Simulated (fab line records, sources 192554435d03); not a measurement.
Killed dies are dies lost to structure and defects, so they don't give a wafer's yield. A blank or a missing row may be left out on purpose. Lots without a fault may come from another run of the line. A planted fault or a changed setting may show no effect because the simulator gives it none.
One fault seen from 2 desks | flow n5_finfet | each desk has only its own numbers; what lay behind them comes last

THE METROLOGY DESK
What the gauges read, lot by lot, whatever tool the lot ran on: means of the sampled wafers that have a number. A lot is out of limits, marked OUT, if its mean lies more than 4 standard deviations from the usual mean; the brackets give that distance. Of its 11 readings 7 are shown: those that lie furthest out on some lot.
Columns: A = V1_OVL at N5_BEOL_M2_OVL_MEAS_29, usual -0.4 nm; B = DIBL_N at N5_BEOL_M4_RC_MEAS_101, usual 36.3 mV/V; C = IOFF_N at N5_BEOL_M4_RC_MEAS_101, usual 0.155 nA/um; D = IOFF_P at N5_BEOL_M4_RC_MEAS_101, usual 0.211 nA/um; E = ION_P at N5_BEOL_M4_RC_MEAS_101, usual 462 uA/um; F = SS_P at N5_BEOL_M4_RC_MEAS_101, usual 73.3 mV/dec; G = VT_P at N5_BEOL_M4_RC_MEAS_101, usual -249.8 mV
lot  | first seen here | A    | B    | C     | D     | E   | F    | G
L704 | day 7 22:29     | -0.9 | 35.6 | 0.141 | 0.220 | 463 | 72.5 | -248.3
L705 | day 7 23:38     | -0.6 | 36.5 | 0.158 | 0.238 | 469 | 73.2 | -246.7
L708 | day 8 18:36     | -1.0 | 36.8 | 0.172 | 0.208 | 460 | 73.5 | -249.0
L710 | day 9 07:25     | -0.8 | 35.6 | 0.135 | 0.162 | 454 | 72.9 | -255.2
L711 | day 9 08:28     | -0.9 | 37.5 | 0.152 | 0.213 | 465 | 73.2 | -249.5
L715 | day 10 01:28    | -1.7 | 35.7 | 0.149 | 0.234 | 466 | 73.0 | -245.3
L717 | day 10 12:02    | -0.3 | 35.3 | 0.141 | 0.200 | 459 | 73.2 | -251.1
L721 | day 11 11:08    | -0.5 | 37.9 | 0.183 | 0.249 | 472 | 73.3 | -247.3
L723 | day 12 11:57    | 0.9  | 36.0 | 0.158 | 0.205 | 460 | 73.2 | -249.5
This desk's finding: nothing out of limits on any of the 9 lots.

THE TOOL OWNER'S DESK: rie_diel-02
The tool's own readings at N5_BEOL_M2_ETCH_41 (etches SiCN in CH3F/O2, target depth 29.9 nm, time 52.5 s): means of the sampled wafers that have a number, for each lot that ran on this tool. A lot is out of limits, marked OUT, if its mean lies more than 4 standard deviations from the usual mean; the brackets give that distance.
Columns: A = drypump_motor_current_A at N5_BEOL_M2_ETCH_41, usual 5.7 A; B = oes_product_au at N5_BEOL_M2_ETCH_41, usual 0.80 a.u.; C = rf_vpp_V at N5_BEOL_M2_ETCH_41, usual 297.8 V; D = showerhead_plenum_p_Torr at N5_BEOL_M2_ETCH_41, usual 2.03 Torr; E = throttle_valve_pct at N5_BEOL_M2_ETCH_41, usual 16.34 %
lot  | first seen here | A   | B    | C     | D    | E
L705 | day 8 07:17     | 5.7 | 0.76 | 298.2 | 2.09 | 16.33
L708 | day 9 06:53     | 5.7 | 0.76 | 297.8 | 2.03 | 16.41
L711 | day 11 00:55    | 5.7 | 1.07 | 300.2 | 2.08 | 16.39
L723 | day 14 01:47    | 5.7 | 0.71 | 296.6 | 1.95 | 16.47
This desk's finding: nothing out of limits on any of the 4 lots.

PUT TOGETHER
The metrology desk saw nothing out of limits.
The tool owner's desk saw nothing out of limits.

WHAT THE SIMULATOR HAD PUT IN
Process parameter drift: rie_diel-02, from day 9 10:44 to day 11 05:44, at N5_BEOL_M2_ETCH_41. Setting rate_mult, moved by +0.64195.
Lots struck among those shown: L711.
